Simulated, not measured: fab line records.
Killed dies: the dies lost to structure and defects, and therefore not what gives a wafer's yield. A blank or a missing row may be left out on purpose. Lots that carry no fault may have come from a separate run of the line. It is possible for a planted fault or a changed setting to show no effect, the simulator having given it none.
Which tool is to blame? || flow n5_finfet || 12 lots (36 wafers sampled), 1 step of a 1938-step route

== WHAT THE GAUGES SHOWED, per wafer ==
N5_BEOL_M2_CD_MEAS_35: target cd 18 nm, target cd y 22.2 nm.
{"lot": "L075", "measured": "day 6 22:34", "on": "cd_sem-01", "cd_nm (nm)": "18.4 18.7 17.9"}
{"lot": "L077", "measured": "day 7 08:31", "on": "cd_sem-03", "cd_nm (nm)": "17.8 18.7 18.6"}
{"lot": "L079", "measured": "day 8 04:24", "on": "cd_sem-03", "cd_nm (nm)": "17.9 18.0 17.7"}
{"lot": "L081", "measured": "day 8 20:41", "on": "cd_sem-03", "cd_nm (nm)": "17.7 18.0 17.4"}
{"lot": "L083", "measured": "day 9 02:21", "on": "cd_sem-03", "cd_nm (nm)": "18.3 17.5 18.3"}
{"lot": "L085", "measured": "day 9 20:40", "on": "cd_sem-03", "cd_nm (nm)": "17.8 17.6 17.9"}
{"lot": "L087", "measured": "day 10 03:10", "on": "cd_sem-02", "cd_nm (nm)": "18.1 17.8 18.2"}
{"lot": "L089", "measured": "day 10 17:45", "on": "cd_sem-01", "cd_nm (nm)": "18.3 18.2 18.6"}
{"lot": "L091", "measured": "day 10 23:55", "on": "cd_sem-02", "cd_nm (nm)": "18.0 18.2 18.2"}
{"lot": "L092", "measured": "day 11 04:08", "on": "cd_sem-01", "cd_nm (nm)": "18.1 18.0 17.6"}
{"lot": "L095", "measured": "day 12 13:51", "on": "cd_sem-03", "cd_nm (nm)": "18.5 18.4 17.8"}
{"lot": "L096", "measured": "day 12 17:31", "on": "cd_sem-01", "cd_nm (nm)": "18.3 18.3 18.0"}

== TOOL THAT RAN EACH LOT (tool first, then ch and the chambers of the sampled wafers, then the start) ==
The record shows no process step preceding these readings.

== THE ANSWER, worked out from the rows above alone ==
Rule: the usual values come from the lots themselves. Put in order of their means at a reading, lots are off if they are a third of the lots or fewer, leave a main group of 4 or more, and stand apart from it by a gap of 3 or more times the standard deviation of the main group's means; of several such gaps the widest counts. A main group is skipped when, at the precision printed for the reading in the tables above, its means are all equal. A lot without any number at a reading at which 4 lots or more have one is off too. Where the step has rows for the other lots, those lots are counted as sound.
Across all readings shown, no lot is off: no conclusion can be drawn from this.

== WHAT THE SIMULATOR HAD INSERTED ==
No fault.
